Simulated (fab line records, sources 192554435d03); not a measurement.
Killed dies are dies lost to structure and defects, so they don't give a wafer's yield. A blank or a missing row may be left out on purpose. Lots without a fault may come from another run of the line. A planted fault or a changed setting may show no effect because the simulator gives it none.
Chamber matching | flow n5_finfet | N5_BEOL_M15_ILD_DEP_00 on pecvd-02: 3 sister chambers
The step deposits SiO2 from TEOS/O2, target thk 1629.3 nm, time 346.1 s. 6 wafers are shown with their chamber, then 7 later ones without.

WAFERS WITH THEIR CHAMBER
wafer  | chamber | showerhead_vpp_V (V) | throttle_valve_pct (%)
L081.3 | 2       | 1558                 | 18.3
L084.1 | 1       | 1805                 | 18.3
L084.5 | 0       | 1858                 | 20.0
L084.6 | 2       | 1559                 | 18.0
L085.4 | 1       | 1824                 | 18.5
L085.5 | 0       | 1859                 | 20.2

WAFERS WITHOUT THEIR CHAMBER
wafer  | showerhead_vpp_V (V) | throttle_valve_pct (%)
L085.6 | 1581                 | 18.1
L086.1 | 1839                 | 20.0
L086.3 | 1579                 | 18.2
L086.4 | 1576                 | 18.1
L089.1 | 1844                 | 20.0
L089.3 | 1574                 | 18.3
L089.5 | 1596                 | 18.1

WHICH CHAMBER EACH WENT THROUGH
wafer  | from the rows above | in truth
L085.6 | 2                   | 2
L086.1 | 0                   | 0
L086.3 | 2                   | 2
L086.4 | 2                   | 2
L089.1 | 0                   | 0
L089.3 | 2                   | 2
L089.5 | 2                   | 2
Placed correctly: 7 of 7. Can't be placed from these rows: 0. Placed wrongly: 0.
How it was worked out, from the rows above alone: a wafer's distance from a chamber is the root of the sum, over the readings, of the square of ((its reading less the chamber's mean) divided by the reading's scatter). The wafer belongs to the nearest chamber; if the next one is less than 2 further off, it can't be placed. A chamber's mean is the mean of its shown wafers. The scatter: the root of (the sum of the squares of (reading less its chamber's mean) over the shown wafers, divided by (wafers less chambers)).
